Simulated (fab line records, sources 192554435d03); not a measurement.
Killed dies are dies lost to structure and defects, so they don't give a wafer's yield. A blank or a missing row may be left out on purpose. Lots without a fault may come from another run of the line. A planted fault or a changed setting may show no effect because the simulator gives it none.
fab line records | flow n5_finfet
record lots=9 wafers=27 last_day=17
route steps=1938 shown BEOL_M4@1111 BEOL_M12@1612 PASSIVATION@1936
lots that met no fault: from a run of the same line without faults
start_h: hours from the record's first day to the start of the lot's first wafer shown | wait_h: hours since the lot's step before | " the same as in the row above | L1.1+2: a row that stands for several wafers | - no value, or no start given | * or withheld: withheld | < > ~ a bound
route shown NAME@n: a module of which the file shows steps, and the number in the route of the first | usual: mean/standard deviation of fault-free wafers | same: alike in all rows | chamber/n: place in a boat | sites: the reading at each site | _std_site: their standard deviation | _edge_site: outer sites' mean less inner sites' | radius_mm: how far each site lies from the wafer's centre | mask NAME#n: copy n | behind: the tool/chamber that last shaped the wafer | hold: why the lot was held/for how many hours/how that ended | device: the transistor (n, p or np) that didn't switch | end of line: the same wafers' tests at the end of the route | a step without rows: its recipe alone | killed: dies lost to structure and defects at the first sort, not the wafer's yield | map: a wafer's dies, x killed, . not, _ none there
set.NAME: the setting as run; set.NAME@STEP: as run at that earlier step | model.NAME: the simulator's own value behind a step, which no gauge read
steps of the route over a sample of lots; a table a step, a row a wafer
services: from which hour (start_h, from the record's first day; less than 0 if before it) a tool's chamber was out of use, for how many hours, and why
## steps
# step N5_BEOL_M4_RC_MEAS_101
# usual DIBL_N=36.8/2.2 DIBL_P=37.0/2.8 IOFF_N=0.18/0.043 IOFF_P=0.23/0.05 ION_N=680/14 ION_P=466/9.1 SS_N=71.7/0.74 SS_P=73.5/0.79 VT_N=248/4 VT_P=-249/4.1
# columns lot.wafer tool chamber start_h wait_h DIBL_N[mV/V] DIBL_P[mV/V] IOFF_N[nA/um] IOFF_P[nA/um] ION_N[uA/um] ION_P[uA/um] SS_N[mV/dec] SS_P[mV/dec] VT_N[mV] VT_P[mV]
L230.1 prober-01 0 169.07 0.0 39.6 41.3 0.29 0.36 715 484 72.7 74.8 238 -241
L230.3 " 0 " " 35.4 36.2 0.17 0.22 691 470 71.5 73.3 247 -246
L230.5 " 0 " " 37.8 39.6 0.23 0.32 696 480 72.1 74.0 243 -242
L229.1 prober-02 0 177.57 0.0 37.8 36.7 0.16 0.19 666 450 71.9 73.9 249 -254
L229.3 " 0 " " 34.9 33.9 0.13 0.17 677 462 69.7 73.0 252 -255
L229.5 " 0 " " 38.9 38.6 0.19 0.23 688 463 71.8 73.7 248 -251
L231.1 prober-01 0 197.16 0.1 35.7 36.9 0.18 0.19 677 453 71.6 73.4 243 -254
L231.3 " 0 " " 36.3 38.2 0.17 0.19 667 456 71.6 73.1 253 -253
L231.6 " 0 " " 37.7 40.2 0.23 0.24 700 467 72.0 73.6 244 -250
L237.2 prober-01 0 230.98 0.2 36.7 37.0 0.18 0.25 681 472 71.6 73.8 246 -245
L237.4 " 0 " " 36.1 36.3 0.17 0.24 673 471 72.1 73.8 249 -248
L237.5 " 0 " " 35.3 35.5 0.14 0.24 662 462 71.9 73.0 253 -246
L239.3 prober-02 0 232.91 0.3 34.7 34.0 0.14 0.24 676 480 70.9 73.9 251 -245
L239.4 " 0 " " 41.5 41.0 0.31 0.40 701 489 72.6 74.7 239 -237
L239.6 " 0 " " 35.7 35.2 0.15 0.25 664 473 70.8 72.8 253 -245
L245.2 prober-02 0 260.82 0.2 38.1 35.3 0.18 0.24 688 475 72.0 73.1 249 -246
L245.3 " 0 " " 40.9 38.5 0.22 0.30 693 478 72.2 74.1 243 -244
L245.4 " 0 " " 38.4 35.4 0.16 0.23 669 459 71.9 73.5 252 -248
L247.2 prober-01 0 284.66 0.2 33.8 32.3 0.13 0.18 664 461 71.4 72.0 253 -252
L247.4 " 0 " " 36.8 36.9 0.18 0.25 682 468 71.5 72.8 247 -249
L247.5 " 0 " " 38.4 38.7 0.23 0.27 700 479 71.8 73.7 242 -248
L249.1 prober-01 0 291.49 0.0 37.4 36.0 0.18 0.20 687 459 71.9 73.4 249 -252
L249.3 " 0 " " 39.8 41.2 0.25 0.31 707 480 73.3 74.3 244 -249
L249.4 " 0 " " 38.5 37.6 0.21 0.23 683 460 72.8 73.8 247 -250
L250.1 prober-01 0 298.57 0.0 33.4 34.3 0.12 0.17 671 460 70.6 73.1 256 -255
L250.3 " 0 " " 37.3 39.2 0.20 0.25 687 468 71.6 73.7 246 -250
L250.4 " 0 " " 35.5 37.2 0.15 0.22 670 466 71.4 73.1 251 -250
# step N5_BEOL_M12_CD_MEAS_10
# recipe target_cd_nm=140 landing_energy_ev=500 detector=se_inlens polarity=opening
# usual cd_nm=138.3/1.8
# columns lot.wafer tool chamber start_h wait_h cd_nm
L230.1 cd_sem-03 0 233.32 - 137.5
L230.3 " 0 " " 135.8
L230.5 " 0 " " 137.2
L229.1 cd_sem-02 0 243.13 - 138.8
L229.3 " 0 " " 135.7
L229.5 " 0 " " 137.8
L231.1 cd_sem-02 0 259.18 - 138.9
L231.3 " 0 " " 140.2
L231.6 " 0 " " 139.9
L237.2 cd_sem-01 0 294.04 - 136.9
L237.4 " 0 " " 137.1
L237.5 " 0 " " 136.3
L239.3 cd_sem-01 0 297.19 - 139.8
L239.4 " 0 " " 139.2
L239.6 " 0 " " 137.9
L245.2 cd_sem-02 0 327.76 - 140.1
L245.3 " 0 " " 138.1
L245.4 " 0 " " 136.2
L247.2 cd_sem-02 0 347.49 - 138.9
L247.4 " 0 " " 138.3
L247.5 " 0 " " 140.5
L249.1 cd_sem-01 0 356.68 - 138.1
L249.3 " 0 " " 139.7
L249.4 " 0 " " 136.9
L250.1 cd_sem-02 0 362.25 - 138.5
L250.3 " 0 " " 139.2
L250.4 " 0 " " 138.5
# step N5_BEOL_M12_ETCH_67
# recipe chemistry=CF4 target=SiARC target_depth_a=1430 time_s=238.3 ion_energy_ev=80 pressure_mtorr=40 source_w=545 bias_w=36 Ar_flow_sccm=100 cf4_flow_sccm=100 ends=cleared
# usual bias_w=35.99/0.11 cf4_flow_sccm=100.07/0.28 drypump_motor_current_A=5.6/0.58 etch_rf_on_time_s=236/7.3 oes_product_au=0.70/0.079 rf_vpp_V=184.3/1.2 showerhead_plenum_p_Torr=2.16/0.074 throttle_valve_pct=15.62/0.2
# columns lot.wafer tool chamber start_h wait_h bias_w cf4_flow_sccm drypump_motor_current_A etch_rf_on_time_s oes_product_au rf_hours_counter_h rf_vpp_V showerhead_plenum_p_Torr throttle_valve_pct
L230.1 rie_diel-05 3 235.03 0.0 35.88 100.29 6.3 231 0.77 30 181.8 2.17 15.37
L230.3 " 1 " " 35.98 100.30 5.3 232 0.79 18 185.1 2.26 15.57
L230.5 " 3 " " 36.09 100.43 6.3 231 0.77 - 185.2 2.17 15.37
L229.1 rie_diel-04 3 244.19 0.0 36.00 100.26 6.2 241 0.63 149 183.8 2.07 15.92
L229.3 " 0 " " 35.90 100.00 6.7 235 0.62 208 183.8 2.21 15.76
L229.5 " 2 " " 35.94 100.02 5.7 241 0.77 - 182.8 2.08 15.42
L231.1 rie_diel-06 0 260.22 0.0 35.85 99.53 6.3 230 0.81 9 183.7 2.10 15.58
L231.3 " 1 " " 36.15 99.47 4.8 237 0.58 237 183.4 2.10 15.86
L231.6 " 3 " " 36.00 100.81 5.9 239 0.66 - 183.4 2.15 15.63
L237.2 rie_diel-04 0 295.33 0.0 35.98 100.06 6.7 244 0.60 225 183.7 2.21 15.81
L237.4 " 2 " " 35.94 100.14 5.6 245 0.73 43 182.7 2.08 15.47
L237.5 " 1 " " 35.99 100.45 5.9 228 0.81 - 183.8 2.19 15.75
L239.3 rie_diel-05 2 298.77 0.0 36.12 99.63 5.3 236 0.68 98 184.3 2.14 15.24
L239.4 " 2 " " 36.17 99.66 5.3 238 0.69 - 183.8 2.14 15.25
L239.6 " 0 " " 35.93 99.86 4.8 222 0.80 - 185.1 2.27 15.51
L245.2 rie_diel-05 1 328.92 0.0 36.04 99.96 5.3 228 0.75 61 188.0 2.24 15.64
L245.3 " 0 " " 35.96 100.26 4.8 225 0.77 47 185.3 2.27 15.53
L245.4 " 2 " " 36.12 99.98 5.3 240 0.67 - 184.4 2.14 15.29
L247.2 rie_diel-04 1 348.96 0.0 36.10 99.65 5.9 230 0.76 42 184.5 2.18 15.82
L247.4 " 0 " " 36.08 100.30 6.7 245 0.59 246 186.2 2.20 15.81
L247.5 " 3 " " 36.03 99.98 6.2 249 0.60 - 182.6 2.06 16.02
L249.1 rie_diel-04 1 358.04 0.0 36.15 100.52 5.9 228 0.76 45 184.7 2.18 15.82
L249.3 " 3 " " 36.04 100.46 6.2 248 0.60 190 182.3 2.05 16.02
L249.4 " 2 " " 36.01 100.35 5.7 243 0.71 69 183.8 2.07 15.52
L250.1 rie_diel-05 3 363.30 0.0 36.31 99.97 6.3 232 0.77 35 183.7 2.17 15.39
L250.3 " 2 " " 36.08 100.36 5.3 237 0.66 128 184.6 2.13 15.31
L250.4 " 0 " " 36.03 99.96 4.8 223 0.77 59 184.8 2.26 15.56
# step N5_BEOL_M12_ETCH_68
# recipe chemistry=N2/H2 target=SOC mask_material=SiARC source_w=3000 bias_w=350 temp_c=40 time_s=285 ion_energy_ev=200 pressure_mtorr=30 n2_flow_sccm=200 h2_flow_sccm=200
# usual bias_w=349.9/0.94 chamber_pressure_mTorr=30.00/0.03 drypump_motor_current_A=5.7/0.59 oes_product_au=0.82/0.085 rf_vpp_V=524.5/2.6 showerhead_plenum_p_Torr=2.57/0.092 throttle_valve_pct=17.79/0.2
# columns lot.wafer tool chamber start_h wait_h bias_w chamber_pressure_mTorr drypump_motor_current_A oes_product_au rf_hours_counter_h rf_vpp_V showerhead_plenum_p_Torr throttle_valve_pct
L230.1 rie_diel-05 3 235.17 0.1 350.8 30.01 6.3 0.90 30 524.5 2.60 17.67
L230.3 " 1 " " 351.1 29.98 5.3 0.92 18 529.0 2.71 17.88
L230.5 " 3 " " 348.1 29.96 6.3 0.90 - 526.2 2.60 17.67
L229.1 rie_diel-04 3 244.33 0.1 348.2 30.03 6.2 0.76 149 521.3 2.43 18.15
L229.3 " 0 " " 350.2 30.01 6.7 0.72 208 526.0 2.63 17.86
L229.5 " 2 " " 352.0 30.01 5.7 0.92 - 521.7 2.48 17.60
L231.1 rie_diel-06 0 260.36 0.1 349.2 29.99 6.2 0.95 9 523.2 2.50 17.78
L231.3 " 1 " " 349.1 29.95 4.8 0.68 237 522.7 2.49 17.90
L231.6 " 3 " " 349.7 30.02 5.8 0.78 - 524.4 2.56 17.81
L237.2 rie_diel-04 0 295.48 0.1 - - - - - - - -
L237.4 " 2 " " - - - - - - - -
L237.5 " 1 " " - - - - - - - -
L239.3 rie_diel-05 2 298.91 0.1 - - - - - - - -
L239.4 " 2 " " - - - - - - - -
L239.6 " 0 " " - - - - - - - -
L245.2 rie_diel-05 1 329.07 0.1 349.4 29.98 5.3 0.84 62 527.1 2.69 17.95
L245.3 " 0 " " 351.4 30.01 4.8 0.89 47 528.8 2.70 17.75
L245.4 " 2 " " 349.2 29.97 5.3 0.80 - 523.5 2.55 17.46
L247.2 rie_diel-04 1 349.11 0.1 348.5 30.06 5.9 0.87 42 525.8 2.58 17.91
L247.4 " 0 " " 350.0 30.00 6.7 0.68 246 525.2 2.61 17.91
L247.5 " 3 " " 350.2 29.97 6.2 0.71 - 521.4 2.42 18.22
L249.1 rie_diel-04 1 358.18 0.1 351.5 30.00 5.9 0.86 46 525.9 2.58 17.92
L249.3 " 3 " " 350.5 30.02 6.2 0.72 190 518.5 2.42 18.22
L249.4 " 2 " " 350.7 30.04 5.7 0.86 69 522.5 2.46 17.69
L250.1 rie_diel-05 3 363.44 0.1 349.9 30.07 6.3 0.89 35 526.2 2.60 17.69
L250.3 " 2 " " 348.7 30.01 5.3 0.77 128 523.5 2.54 17.50
L250.4 " 0 " " 350.1 30.02 4.8 0.86 60 527.3 2.69 17.78
# step N5_BEOL_M12_SPUTTER_44
# recipe material=Ta target_thk_a=100 temp_c=50 bias_v=80 power_w=15000 chamber_pressure_pa=0.07 time_s=16.13
# usual throttle_valve_pct=30.7/1.3
# columns lot.wafer tool chamber start_h wait_h throttle_valve_pct
L230.1 pvd_sputter-03 - 236.32 0.0 31.0
L230.3 " - " " 31.0
L230.5 " - " " 30.9
L229.1 pvd_sputter-02 - 245.37 0.0 32.2
L229.3 " - " " 32.6
L229.5 " - " " 30.9
L231.1 pvd_sputter-03 - 265.52 0.0 28.0
L231.3 " - " " 30.7
L231.6 " - " " 27.9
L237.2 pvd_sputter-03 - 298.42 0.0 31.1
L237.4 " - " " 30.9
L237.5 " - " " 30.9
L239.3 pvd_sputter-03 - 305.33 0.0 31.3
L239.4 " - " " 27.9
L239.6 " - " " 27.8
L245.2 pvd_sputter-02 - 331.54 0.0 31.0
L245.3 " - " " 30.7
L245.4 " - " " 31.7
L247.2 pvd_sputter-03 - 350.11 0.0 30.8
L247.4 " - " " 30.8
L247.5 " - " " 30.7
L249.1 pvd_sputter-01 - 359.16 0.0 30.7
L249.3 " - " " 27.9
L249.4 " - " " 30.2
L250.1 pvd_sputter-02 - 365.78 0.0 30.9
L250.3 " - " " 31.9
L250.4 " - " " 32.8
# step N5_PASSIVATION_PROBE_49
# usual defect_limited_yield=91.4/1.5 killed_at_M0_to_M3=36/11 killed_at_M4_up=14/6 killed_at_contacts=11/6 killed_at_front_end=37/11 killed_at_other=4/3.4 killed_dies=102/18 killed_on_rim=13/3.5 killed_open=66/13 killed_short=34/7.8 sort_bin_5_function=5.0/0.97 sort_bin_6_memory=3.2/0.7 sort_bin_8_speed=0.0/0.38 sort_n_pass=1078/19 sort_yield_pct=91.3/1.6
# same gross_dies=1180 killed_at_back_side=0 sort_bin_4_leakage[%]=0
# columns lot.wafer tool chamber start_h wait_h defect_limited_yield[%] killed_at_M0_to_M3 killed_at_M4_up killed_at_contacts killed_at_front_end killed_at_other killed_dies killed_on_rim killed_open killed_short sort_bin_5_function[%] sort_bin_6_memory[%] sort_bin_8_speed[%] sort_n_pass sort_yield_pct[%]
L230.1 prober-01 - 271.72 0.0 91.7 30 16 15 28 9 98 12 60 34 4.2 3.9 0 1082 91.7
L230.3 prober-01 - 271.82 0.1 92.5 41 15 7 24 1 88 12 46 39 4.4 2.5 0 1092 92.5
L230.5 prober-01 - 271.92 0.2 91.7 25 21 7 37 8 98 17 66 30 5.3 3.0 0 1082 91.7
L229.1 prober-01 - 286.92 0.0 92.9 28 16 5 34 1 84 12 57 24 4.3 2.5 0 1096 92.9
L229.3 prober-01 - 287.02 0.1 93.4 22 6 8 34 8 78 11 42 34 3.3 2.8 0 1102 93.4
L229.5 prober-01 - 287.12 0.2 92.7 27 14 12 31 2 86 10 57 26 4.2 2.9 0 1094 92.7
L231.1 prober-02 - 306.40 0.0 90.8 39 10 5 46 8 108 12 66 33 5.1 3.1 0 1072 90.8
L231.3 prober-02 - 306.50 0.1 90.4 26 3 13 51 20 113 13 75 34 5.6 3.6 0 1067 90.4
L231.6 prober-02 - 306.65 0.3 91.6 26 13 29 25 6 99 11 76 22 4.6 3.6 0 1081 91.6
L237.2 prober-02 - 332.48 0.1 0 39 1106 9 25 1 1180 152 51 28 96.7 3.1 0 0 0
L237.4 prober-02 - 332.58 0.2 0 52 1095 7 21 5 1180 152 68 31 96.5 3.3 0 0 0
L237.5 prober-02 - 332.63 0.2 0 41 1108 7 21 3 1180 152 59 20 97.4 2.5 0 0 0
L239.3 prober-02 - 343.39 0.1 0 28 1110 7 31 4 1180 152 51 28 96.8 3.1 0 0 0
L239.4 prober-02 - 343.44 0.2 0 25 1111 9 34 1 1180 152 47 28 97.0 2.7 0 0 0
L239.6 prober-02 - 343.54 0.3 0 33 1115 8 22 2 1180 152 47 24 97.4 2.5 0 0 0
L245.2 prober-01 - 363.62 0.1 91.3 42 17 7 34 3 103 14 55 45 5.4 2.9 0 1077 91.3
L245.3 prober-01 - 363.67 0.1 91.4 28 9 9 53 2 101 18 60 41 6.0 2.1 0 1079 91.4
L245.4 prober-01 - 363.72 0.2 93.1 30 10 7 34 0 81 10 56 24 3.6 2.8 0 1099 93.1
L247.2 prober-02 - 390.76 0.1 93.1 15 9 4 43 10 81 13 37 28 3.7 2.2 0 1099 93.1
L247.4 prober-02 - 390.86 0.2 95.1 16 10 3 26 3 58 9 34 24 3.1 1.7 0 1122 95.1
L247.5 prober-02 - 390.91 0.2 93.2 28 10 10 27 5 80 8 45 33 3.9 2.7 0 1100 93.2
L249.1 prober-01 - 395.07 0.0 91.0 23 16 13 54 0 106 15 71 33 5.5 3.4 0 1074 91.0
L249.3 prober-01 - 395.17 0.1 93.6 20 13 12 29 1 75 9 50 23 3.9 2.0 0 1105 93.6
L249.4 prober-01 - 395.22 0.2 91.5 37 7 16 37 3 100 18 68 32 5.4 2.3 0 1080 91.5
L250.1 prober-02 - 400.07 0.0 92.3 20 14 12 43 2 91 13 57 33 4.7 2.5 0 1089 92.3
L250.3 prober-02 - 400.17 0.1 90.3 43 19 9 42 2 115 10 66 42 6.2 3.1 0.1 1065 90.3
L250.4 prober-02 - 400.22 0.2 92.5 22 11 22 28 5 88 12 57 27 4.0 2.9 0 1092 92.5
# killed by level:class
L230.1 MOL_CONTACT_COAG:geometric_particle:open=13 BEOL_M2:geometric_particle:open=9 BEOL_M4:geometric_particle:open=6 BEOL_M0_SAQP:geometric_particle:open=5 DUMMY_GATE:geometric_particle:open=4 BEOL_M0_SAQP:geometric_particle:short=4 BEOL_M3:geometric_particle:open=4 PASS1_CAP:geometric_particle:open=4
L230.3 FIN_SAQP:geometric_particle:short=11 BEOL_M0_SAQP:geometric_particle:short=11 BEOL_M0_SAQP:geometric_particle:open=9 BEOL_M3:geometric_particle:open=6 BEOL_M2:geometric_particle:open=5 FIN_SAQP:geometric_particle:open=4 MOL_CONTACT_COAG:geometric_particle:short=4 BEOL_M3:geometric_particle:short=4
L230.5 BEOL_M4:geometric_particle:open=16 FIN_SAQP:geometric_particle:open=9 STI_FIN_REVEAL:geometric_particle:open=6 BEOL_M0_SAQP:geometric_particle:open=5 BEOL_M2:geometric_particle:open=5 BEOL_M3:geometric_particle:open=5 FIN_SAQP:geometric_particle:short=4 GATE_CUT:geometric_particle:short=4
L229.1 BEOL_M0_SAQP:geometric_particle:open=8 BEOL_M3:geometric_particle:open=7 FIN_SAQP:geometric_particle:short=6 STI_FIN_REVEAL:geometric_particle:open=6 MOL_CONTACT_COAG:geometric_particle:open=5 BEOL_M2:geometric_particle:open=5 FIN_SAQP:geometric_particle:open=4 DUMMY_GATE:geometric_particle:open=4
L229.3 FIN_SAQP:geometric_particle:short=9 FIN_SAQP:geometric_particle:open=6 MOL_CONTACT_COAG:geometric_particle:open=6 BEOL_M2:geometric_particle:open=5 BEOL_M3:geometric_particle:open=5 ILD0:geometric_particle:short=4 GATE_CUT:geometric_particle:open=3 GATE_CUT:geometric_particle:short=3
L229.5 MOL_CONTACT_COAG:geometric_particle:open=11 BEOL_M3:geometric_particle:open=9 BEOL_M0_SAQP:geometric_particle:short=7 FIN_SAQP:geometric_particle:short=6 DUMMY_GATE:geometric_particle:open=6 STI_FIN_REVEAL:geometric_particle:open=5 BEOL_M2:geometric_particle:open=4 FIN_SAQP:geometric_particle:open=3
L231.1 BEOL_M3:geometric_particle:open=14 STI_FIN_REVEAL:geometric_particle:open=13 HKMG_FIN:area_etch=8 FIN_SAQP:geometric_particle:short=6 BEOL_M0_SAQP:geometric_particle:open=6 BEOL_M0_SAQP:geometric_particle:short=6 STI_FIN_REVEAL:geometric_particle:short=5 BEOL_M4:geometric_particle:open=5
L231.3 MOL_CONTACT_COAG:geometric_particle:open=12 DUMMY_GATE:geometric_particle:open=11 STI_FIN_REVEAL:geometric_particle:open=8 BEOL_M0:geometric_particle:short=6 BEOL_M3:geometric_particle:open=6 PAD_METAL:geometric_particle:short=6 FIN_SAQP:geometric_particle:short=5 PAD_METAL:geometric_particle:open=5
L231.6 MOL_CONTACT_COAG:geometric_particle:open=24 STI_FIN_REVEAL:geometric_particle:open=9 BEOL_M3:geometric_particle:open=7 BEOL_M4:geometric_particle:open=6 DUMMY_GATE:geometric_particle:open=5 BEOL_M0_SAQP:geometric_particle:open=4 GATE_CUT:geometric_particle:short=4 MOL_CONTACT_COAG:geometric_particle:short=4
L237.2 BEOL_M12:area_etch=1100 BEOL_M3:geometric_particle:open=13 BEOL_M0_SAQP:geometric_particle:short=9 MOL_CONTACT_COAG:geometric_particle:open=8 BEOL_M0_SAQP:geometric_particle:open=7 GATE_CUT:geometric_particle:short=5 GATE_CUT:geometric_particle:open=3 BEOL_M0:geometric_particle:open=3
L237.4 BEOL_M12:area_etch=1080 BEOL_M0_SAQP:geometric_particle:open=13 BEOL_M0_SAQP:geometric_particle:short=12 MOL_CONTACT_COAG:geometric_particle:open=7 FIN_SAQP:geometric_particle:open=6 BEOL_M1:geometric_particle:open=6 BEOL_M2:geometric_particle:open=6 FIN_SAQP:geometric_particle:short=5
L237.5 BEOL_M12:area_etch=1101 BEOL_M0_SAQP:geometric_particle:open=15 BEOL_M0_SAQP:geometric_particle:short=8 BEOL_M3:geometric_particle:open=8 MOL_CONTACT_COAG:geometric_particle:open=6 BEOL_M0:geometric_particle:open=4 STARTING-WAFER:geometric_particle:open=4 DUMMY_GATE:geometric_particle:open=3
L239.3 BEOL_M12:area_etch=1100 FIN_SAQP:geometric_particle:open=14 BEOL_M2:geometric_particle:open=10 MOL_CONTACT_COAG:geometric_particle:open=6 BEOL_M1:geometric_particle:open=5 BEOL_M1:geometric_particle:short=5 FIN_SAQP:geometric_particle:short=4 SPACER0:geometric_particle:short=3
L239.4 BEOL_M12:area_etch=1105 FIN_SAQP:geometric_particle:open=7 BEOL_M0_SAQP:geometric_particle:short=6 MOL_CONTACT_COAG:geometric_particle:open=5 BEOL_M2:geometric_particle:open=5 STI_FIN_REVEAL:geometric_particle:open=4 GATE_CUT:geometric_particle:short=4 GATE_CUT:geometric_particle:open=4
L239.6 BEOL_M12:area_etch=1103 MOL_CONTACT_COAG:geometric_particle:open=6 BEOL_M0_SAQP:geometric_particle:short=6 BEOL_M1:geometric_particle:open=6 BEOL_M2:geometric_particle:open=6 BEOL_M0_SAQP:geometric_particle:open=5 STI_FIN_REVEAL:geometric_particle:open=4 DUMMY_GATE:geometric_particle:open=4
L245.2 BEOL_M1:geometric_particle:open=13 GATE_CUT:geometric_particle:short=8 BEOL_M4:geometric_particle:short=8 GATE_CUT:geometric_particle:open=7 BEOL_M0_SAQP:geometric_particle:short=7 BEOL_M0_SAQP:geometric_particle:open=6 MOL_CONTACT_COAG:geometric_particle:open=5 BEOL_M1:geometric_particle:short=5
L245.3 BEOL_M2:geometric_particle:open=8 FIN_SAQP:geometric_particle:short=7 GATE_CUT:geometric_particle:short=7 GATE_CUT:geometric_particle:open=6 MOL_CONTACT_COAG:geometric_particle:open=5 BEOL_M1:geometric_particle:open=5 MOL_CONTACT_COAG:geometric_particle:short=4 BEOL_M4:geometric_particle:open=4
L245.4 BEOL_M3:geometric_particle:open=15 STI_FIN_REVEAL:geometric_particle:open=10 GATE_CUT:geometric_particle:open=6 GATE_CUT:geometric_particle:short=5 MOL_CONTACT_COAG:geometric_particle:open=5 FIN_SAQP:geometric_particle:open=4 DUMMY_GATE:geometric_particle:open=2 ILD0:geometric_particle:short=2
L247.2 FIN_SAQP:geometric_particle:open=9 HKMG_FIN:area_etch=7 ILD0:geometric_particle:short=5 BEOL_M4:geometric_particle:open=5 FIN_SAQP:geometric_particle:short=4 PASSIVATION:area_etch=4 DUMMY_GATE:geometric_particle:open=3 ILD0:geometric_particle:open=3
L247.4 DUMMY_GATE:geometric_particle:open=8 FIN_SAQP:geometric_particle:short=6 BEOL_M1:geometric_particle:short=5 BEOL_M2:geometric_particle:open=5 BEOL_M4:geometric_particle:open=4 FIN_SAQP:geometric_particle:open=3 BEOL_M5:geometric_particle:open=3 GATE_CUT:geometric_particle:short=2
L247.5 DUMMY_GATE:geometric_particle:open=7 MOL_CONTACT_COAG:geometric_particle:open=7 BEOL_M0_SAQP:geometric_particle:short=6 BEOL_M0_SAQP:geometric_particle:open=6 FIN_SAQP:geometric_particle:short=5 BEOL_M1:geometric_particle:open=5 BEOL_M3:geometric_particle:open=4 STARTING-WAFER:geometric_particle:short=4
L249.1 FIN_SAQP:geometric_particle:short=15 FIN_SAQP:geometric_particle:open=13 STI_FIN_REVEAL:geometric_particle:open=12 MOL_CONTACT_COAG:geometric_particle:open=10 BEOL_M4:geometric_particle:open=9 BEOL_M2:geometric_particle:open=8 BEOL_M3:geometric_particle:open=6 BEOL_M0_SAQP:geometric_particle:short=5
L249.3 FIN_SAQP:geometric_particle:open=11 MOL_CONTACT_COAG:geometric_particle:open=8 FIN_SAQP:geometric_particle:short=7 BEOL_M3:geometric_particle:open=6 BEOL_M4:geometric_particle:open=5 MOL_CONTACT_COAG:geometric_particle:short=4 BEOL_M0_SAQP:geometric_particle:short=4 BEOL_M2:geometric_particle:open=4
L249.4 MOL_CONTACT_COAG:geometric_particle:open=15 BEOL_M0_SAQP:geometric_particle:open=15 FIN_SAQP:geometric_particle:open=12 FIN_SAQP:geometric_particle:short=9 BEOL_M0_SAQP:geometric_particle:short=7 BEOL_M1:geometric_particle:open=6 STARTING-WAFER:geometric_particle:short=4 GATE_CUT:geometric_particle:short=3
L250.1 STI_FIN_REVEAL:geometric_particle:open=9 STARTING-WAFER:geometric_particle:short=9 MOL_CONTACT_COAG:geometric_particle:open=8 FIN_SAQP:geometric_particle:open=6 BEOL_M2:geometric_particle:open=5 FIN_SAQP:geometric_particle:short=5 BEOL_M1:geometric_particle:open=5 MOL_CONTACT_COAG:geometric_particle:short=4
L250.3 FIN_SAQP:geometric_particle:short=12 BEOL_M0_SAQP:geometric_particle:short=12 BEOL_M0_SAQP:geometric_particle:open=11 BEOL_M4:geometric_particle:open=8 FIN_SAQP:geometric_particle:open=7 MOL_CONTACT_COAG:geometric_particle:open=7 STARTING-WAFER:geometric_particle:open=6 DUMMY_GATE:geometric_particle:open=5
L250.4 MOL_CONTACT_COAG:geometric_particle:open=18 FIN_SAQP:geometric_particle:open=8 BEOL_M4:geometric_particle:open=7 FIN_SAQP:geometric_particle:short=6 MOL_CONTACT_COAG:geometric_particle:short=4 BEOL_M0_SAQP:geometric_particle:open=4 BEOL_M2:geometric_particle:open=4 BEOL_M0_SAQP:geometric_particle:short=3
## services
# columns tool chamber start_h hours kind
rie_diel-04 1 214.39 - clean
rie_diel-04 1 214.39 - consumable_replace:focus_ring
rie_diel-04 1 214.39 16.8 scheduled_down
rie_diel-04 1 214.39 16.8 vent_cycle
rie_diel-04 1 235.62 8.8 repair
rie_diel-05 3 239.05 115.1 repair
rie_diel-06 1 300.87 - clean
rie_diel-06 1 300.87 - consumable_replace:focus_ring
rie_diel-06 1 300.87 19.6 scheduled_down
rie_diel-06 1 300.87 19.6 vent_cycle
pvd_sputter-02 - 321.23 1.2 repair
pvd_sputter-01 - 330.79 2.4 repair
rie_diel-06 0 336.10 14.8 repair
rie_diel-05 0 345.00 5.6 repair
rie_diel-04 0 361.66 - clean
rie_diel-04 0 361.66 - consumable_replace:focus_ring
rie_diel-04 0 361.66 28.3 scheduled_down
rie_diel-04 0 361.66 28.3 vent_cycle
## key
first_sign step=N5_BEOL_M12_ETCH_68 reading=tool_record direction=missing
effect step=N5_PASSIVATION_PROBE_49 reading=killed_at_M4_up direction=up sigmas=99+ usual=14 struck=1108
more_kills_born_at N5_BEOL_M12_ETCH_68@rie_diel-05=3308 N5_BEOL_M12_ETCH_68@rie_diel-04=3281
met_at N5_BEOL_M12_ETCH_68
struck_lots L237,L239
later_rows_left_out L237.2,L237.4,L237.5,L239.3,L239.4,L239.6
not_acting_at N5_BEOL_M12_CD_MEAS_10,N5_BEOL_M12_ETCH_67,N5_BEOL_M12_SPUTTER_44
onset_between 244.33 295.48
fault kind=skipped_step_whole tool=rie_diel-04,rie_diel-05 chamber=- onset_h=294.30 steps=N5_BEOL_M12_ETCH_68 scope=struck_lots_only
# later_rows_left_out: the simulator's readings of these wafers behind a module that went badly wrong aren't trusted and aren't shown, but for the sort
